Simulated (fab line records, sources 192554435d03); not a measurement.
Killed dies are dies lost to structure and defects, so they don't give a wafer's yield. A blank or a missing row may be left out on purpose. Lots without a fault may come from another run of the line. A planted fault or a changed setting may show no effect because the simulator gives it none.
Split-lot experiment | flow n5_finfet | 7 lots, 21 wafers read, on a route of 1938 steps

THE SPLIT
At N5_BEOL_M0_ETCH_138 (etches SiCN in CH3F/O2, target depth 12 nm, time 31.6 s), the setting source_w was moved away from the recipe's 395 W on 8 of the 21 wafers read, by -17.7% to +11.4%. The other wafers ran this setting at the recipe's value.

The reading is taken at the split's own step.

THE READING
rf_vpp_V, in V, at N5_BEOL_M0_ETCH_138 (etches SiCN in CH3F/O2, target depth 12 nm, time 31.6 s). Fault-free wafers of this fab line usually give 297.3 V, standard deviation 1.6 V.

wafer  | tool, chamber at the split | source_w as run, W | against the recipe | rf_vpp_V, V | against lot-mates on the recipe
L075.1 | rie_diel-02, 1             | 395                | recipe             | 297.8       | -
L075.3 | rie_diel-02, 3             | 345.9              | -12.4%             | 309.6       | +11.1
L075.6 | rie_diel-02, 1             | 395                | recipe             | 299.2       | -
L076.2 | rie_diel-03, 1             | 395                | recipe             | 298.3       | -
L076.3 | rie_diel-03, 3             | 395                | recipe             | 295.9       | -
L076.6 | rie_diel-03, 1             | 342.2              | -13.4%             | 312.4       | +15.3
L079.2 | rie_diel-02, 0             | 395                | recipe             | 295.9       | -
L079.3 | rie_diel-02, 1             | 395                | recipe             | 298.8       | -
L079.4 | rie_diel-02, 3             | 395                | recipe             | 295.7       | -
L083.1 | rie_diel-03, 0             | 395                | recipe             | 295.4       | -
L083.3 | rie_diel-03, 2             | 325.2              | -17.7%             | 318.1       | +22.7
L083.5 | rie_diel-03, 2             | 325.2              | -17.7%             | 317.4       | +22.0
L091.3 | rie_diel-02, 3             | 440.2              | +11.4%             | 286.7       | -10.0
L091.4 | rie_diel-02, 0             | 440.2              | +11.4%             | 284.9       | -11.8
L091.5 | rie_diel-02, 3             | 395                | recipe             | 296.7       | -
L092.4 | rie_diel-04, 0             | 395                | recipe             | 298.7       | -
L092.5 | rie_diel-04, 1             | 369.1              | -6.6%              | 303.9       | +4.0
L092.6 | rie_diel-04, 0             | 395                | recipe             | 301.1       | -
L094.2 | rie_diel-04, 0             | 395                | recipe             | 300.4       | -
L094.3 | rie_diel-04, 1             | 375.5              | -4.9%              | 302.1       | +3.0
L094.4 | rie_diel-04, 3             | 395                | recipe             | 297.9       | -

THE FIT
A straight line over all 21 wafers: rf_vpp_V changes by -1.08 V for each +1% of source_w; r = -0.98; the points scatter about the line by 1.6 V.
The same after taking each lot's own level away (the mean of its wafers on the recipe; 21 wafers): -1.1 V for each +1%; r = -0.98; scatter 1.8 V.
On that fit, the largest move of source_w shifts the reading by 19 V.
The lots' own levels span 295.40 to 299.90 V, that is 2.8 times the standard deviation above.
So the lot-to-lot level changes the slope little: the two slopes agree.
Check: with one of the wafers moved furthest among these (-17.7%) left out of the fit, the line predicts +18.5 V for it against its lot-mates. It came out at +22.7 V against them.
Tool readings at the split's step, against how far the setting was moved: rf_vpp_V r = -0.98.

OTHER SPLITS ON THESE WAFERS
These wafers also went through other splits before the reading. Each is held against what the fit with the lots' levels taken away leaves over:
other split on the same wafers         | wafers away from the commonest value | r with rf_vpp_V (lot level and that fit taken away)
N5_DUMMY_GATE_ETCH_32 time_s           | 8                                    | +0.15
N5_SD_EPI_P_COAT_34 spin_rpm           | 9                                    | +0.20
N5_SDB_EXPOSE_08 dose_mj               | 6                                    | -0.35
N5_MOL_CONTACT_COAG_ALD_133 ald_cycles | 6                                    | -0.06
N5_BEOL_M0_SAQP_COAT_105 spin_rpm      | 6                                    | +0.24

THE FILE'S OWN FIT
rf_vpp_V changes by -1.07 V for each +1% of source_w, r = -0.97.
